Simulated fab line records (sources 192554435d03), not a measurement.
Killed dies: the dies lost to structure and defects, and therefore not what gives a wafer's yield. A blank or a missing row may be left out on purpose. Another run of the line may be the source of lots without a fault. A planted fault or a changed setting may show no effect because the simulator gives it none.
A lot that was struck, set against a sound lot / flow n5 finfet / 39 out of 1938 route steps
Sound: the wafers L134.4, L134.5, L134.6. Struck: wafers L149.2, L149.5 (left out: L149.4, a lot-mate that was not struck); the cause follows at the end.
Each step with rows lists, per side, the tool, then ch with its chambers, then its first start. Under that, the readings that differ: sound wafers / struck wafers / difference of the means / sigmas: that difference in standard deviations of wafers without a fault.
alike: readings whose means differ by less than 2 such deviations, and words and numbers that are the same on both sides. not compared: withheld readings, readings that some wafer has no value for, bounds like >300 that may hide the same value, and numbers for which the record gives no deviation and whose values overlap.
The two part at a step that has a row with sigmas, a row that says differs or no value, or rows on one side only. Numbers that don't overlap but have no deviation are shown without sigmas and don't part them. Lack of a reading on every wafer of one side parts them only where that side has two or more wafers.

first, 9 steps without rows for these wafers: N5_HKMG_FIN_COAT_41 (time 60 s, resist thk 300 nm); N5_HKMG_FIN_COAT_42 (time 60 s, resist thk 35 nm); N5_HKMG_FIN_COAT_43 (resist thk 90 nm); N5_HKMG_FIN_EBR_45; N5_HKMG_FIN_SOFTBAKE_44 (time 60 s); N5_HKMG_FIN_EXPOSE_46 (exposes mask NDIPOLE); N5_HKMG_FIN_PEB_47 (peb time 60 s); N5_HKMG_FIN_DEVELOP_48 (develop time 30 s); N5_HKMG_FIN_DESCUM_53 (chemistry O2, time 7.9 s).
N5_HKMG_FIN_ETCH_54: etches SiARC in CF4, target depth 45.5 nm, time 75.8 s.
  sound on rie diel-03 ch 0,1,2, day 4 20:25; struck on rie diel-03 ch 0, day 8 16:25
  alike: drypump motor current A, etch rf on time s, oes product au, rf vpp V, showerhead plenum p Torr, throttle valve pct
  not compared: rf hours counter h
then, 26 steps without rows for these wafers: N5_HKMG_FIN_ETCH_55 (etches SOC in N2/H2, target depth 240 nm, time 300 s); N5_HKMG_FIN_STRIP_56 (strips in N2/H2); N5_HKMG_FIN_STRIP_57 (strips in CF4); N5_HKMG_FIN_ETCH_58 (etches SOC in N2/H2, target depth 215.8 nm, time 741 s); N5_HKMG_FIN_STRIP_93 (strips SOC in N2/H2, time 20 s); N5_HKMG_FIN_WET_ETCH_76 (etches Al2O3 in dNH4OH, stops on La2O3, target depth 2.25 nm, rinse time 30 s); N5_HKMG_FIN_STRIP_60 (strips in N2/H2, time 360 s); N5_HKMG_FIN_WET_ETCH_77 (etches La2O3 in dHCl, stops on HfO2, target depth 2 nm); N5_HKMG_FIN_WET_ETCH_78 (etches Al2O3 in dNH4OH, stops on La2O3, target depth 4.5 nm, rinse time 30 s); N5_HKMG_FIN_ALD_79 (deposits TiN, target thk 1.5 nm, pulse time 1 s, purge time 3 s); N5_HKMG_FIN_CVD_62 (deposits a-Si from Si2H6, target thk 3 nm, time 20.8 s); N5_HKMG_FIN_RTA_80 (time 2 s); N5_HKMG_FIN_PRECLEAN_64 (cleans in dHF, time 30 s); N5_HKMG_FIN_WET_ETCH_65 (etches a-Si in TMAH, stops on TiN, time 49 s, target depth 3 nm); N5_HKMG_FIN_WET_ETCH_81 (etches TiN in SC1, stops on HfO2, time 57 s, target depth 6 nm); N5_HKMG_FIN_WET_ETCH_82 (etches La2O3 in dHCl, stops on HfO2, target depth 2 nm, rinse time 30 s); N5_HKMG_FIN_ALD_36 (deposits TiN, target thk 1 nm, pulse time 1 s, purge time 3 s); N5_HKMG_FIN_PWFM_ALD_03 (deposits TiN, target thk 2 nm, pulse time 1 s, purge time 3 s); N5_HKMG_FIN_COAT_29 (time 60 s, resist thk 300 nm); N5_HKMG_FIN_COAT_30 (time 60 s, resist thk 35 nm); N5_HKMG_FIN_COAT_06 (resist thk 90 nm); N5_HKMG_FIN_EBR_08; N5_HKMG_FIN_SOFTBAKE_07 (time 60 s); N5_HKMG_FIN_EXPOSE_09 (exposes mask NWFM); N5_HKMG_FIN_PEB_10 (peb time 60 s); N5_HKMG_FIN_DEVELOP_11 (develop time 30 s).
N5_HKMG_FIN_INSPECT_14: inspects for defects (macro).
  sound: defect inspect-01 at day 4 23:40; struck: defect inspect-01 at day 8 19:50
reading=raw defect count; sound=1 3 1; struck=>300 >300; difference=differs; sigmas=
-- here the record skips 5 days between the struck wafers' starts before and after, leaving off in module HKMG_FIN and picking up in module BEOL_M4 (first step shown: number 1111 of the route) --
N5_BEOL_M4_RC_MEAS_101:
  sound on prober-02 ch 0, day 9 11:20; struck on prober-02 ch 0, day 13 20:47
  alike: DIBL_N, DIBL_P, IOFF_N, IOFF_P, ION_N, ION_P, SS_N, SS_P, VT_N, VT_P
-- a jump in the record: the struck wafers' starts before and after are 5 days apart (it breaks off in module BEOL_M4 and resumes in module PASSIVATION, where the first step shown is number 1936 of the route) --
N5_PASSIVATION_PROBE_49:
  sound: prober-02 at day 13 17:07; struck: prober-02 at day 18 23:01
reading=defect limited yield (%); sound=92.5 90.3 92.2; struck=82.0 80.6; difference=-10.4; sigmas=-7
reading=killed at front end; sound=28 50 40; struck=165 148; difference=+117; sigmas=+10
reading=killed dies; sound=88 114 92; struck=212 229; difference=+122; sigmas=+7
reading=sort_bin_5_function (%); sound=4.2 5.8 4.6; struck=10.5 12.6; difference=+6.7; sigmas=+7
reading=sort n pass; sound=1092 1066 1088; struck=968 951; difference=-122; sigmas=-7
reading=sort yield pct (%); sound=92.5 90.3 92.2; struck=82.0 80.6; difference=-10.4; sigmas=-7
  alike: killed_at_M0_to_M3, killed_at_M4_up, killed at contacts, killed at other, killed open, killed short, sort_bin_4_leakage, sort_bin_6_memory

## WHERE THEY PART
Earliest at N5_HKMG_FIN_INSPECT_14; latest, in this record, at N5_PASSIVATION_PROBE_49.

WHY: the cause the simulator had injected
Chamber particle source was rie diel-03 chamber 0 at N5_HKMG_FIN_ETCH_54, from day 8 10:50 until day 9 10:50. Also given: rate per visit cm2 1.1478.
